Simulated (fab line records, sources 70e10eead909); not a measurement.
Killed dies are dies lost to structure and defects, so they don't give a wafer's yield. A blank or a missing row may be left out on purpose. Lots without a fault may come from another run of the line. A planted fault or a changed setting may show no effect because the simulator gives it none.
Which tool did it? | flow nand_harc | 6 lots, 17 wafers sampled, at 3 steps of a route of 1159

WHAT THE GAUGES READ, wafer by wafer
NHARC_A_ONON_D1_THK_MEAS_18: measures by ellipsometry.
lot  | measured     | on            | thk_nm (nm)
L266 | day 8 12:32  | film_metro-01 | 1020 1019 1019
L270 | day 9 00:01  | film_metro-02 | 1009 1010 1012
L272 | day 9 07:53  | film_metro-01 | 992 994 991
L274 | day 9 23:06  | film_metro-02 | 1007 1007 1006
L276 | day 10 20:57 | film_metro-02 | 1001 1003 1004
L286 | day 13 02:42 | film_metro-01 | 999 757

WHICH TOOL RAN EACH LOT (tool, then ch and the chambers of the sampled wafers, then the start)
lot  | NHARC_A_ZERO_WELL_RTA_16         | NHARC_A_ONON_D1_DEP_16
L266 | rtp_anneal-01 ch 0, day 7 04:49  | pecvd_onon-03 ch 0, day 8 12:01
L270 | rtp_anneal-02 ch 0, day 7 16:54  | pecvd_onon-02 ch 0, day 8 23:30
L272 | rtp_anneal-02 ch 0, day 8 01:38  | pecvd_onon-02 ch 0, day 9 07:33
L274 | rtp_anneal-01 ch 0, day 8 15:40  | pecvd_onon-04 ch 0, day 9 22:39
L276 | rtp_anneal-02 ch 0, day 9 07:44  | pecvd_onon-04 ch 0, day 10 20:26
L286 | rtp_anneal-01 ch 0, day 11 17:40 | pecvd_onon-03 ch 0, day 13 02:11
- NHARC_A_ZERO_WELL_RTA_16: time 10 s.
- NHARC_A_ONON_D1_DEP_16: target thk 1000 nm.

THE ANSWER, worked out from the rows above alone
Rule: what is usual is taken from the lots themselves. Put in order of their means at a reading, lots are off if they are a third of the lots or fewer, leave a main group of 4 or more, and stand apart from it by a gap of 3 or more times the standard deviation of the main group's means; of several such gaps the widest counts. A main group whose means are all the same, to the digits that the tables above print for the reading, isn't used. A lot without any number at a reading at which 4 lots or more have one is off too. The other lots that the step has rows for count as sound.
Off: L286, at NHARC_A_ONON_D1_THK_MEAS_18 (thk_nm). The main group: mean 1006 nm, standard deviation 8.9.
A tool fits if, at a process step before that reading, it ran every lot that is off, and no sound lot after the first of them. The gauges at NHARC_A_ONON_D1_THK_MEAS_18 are tried like those tools. Can't be told from this: 3 tools fit, rtp_anneal-01 at NHARC_A_ZERO_WELL_RTA_16, pecvd_onon-03 at NHARC_A_ONON_D1_DEP_16, film_metro-01 at NHARC_A_ONON_D1_THK_MEAS_18.

WHAT THE SIMULATOR HAD PUT IN
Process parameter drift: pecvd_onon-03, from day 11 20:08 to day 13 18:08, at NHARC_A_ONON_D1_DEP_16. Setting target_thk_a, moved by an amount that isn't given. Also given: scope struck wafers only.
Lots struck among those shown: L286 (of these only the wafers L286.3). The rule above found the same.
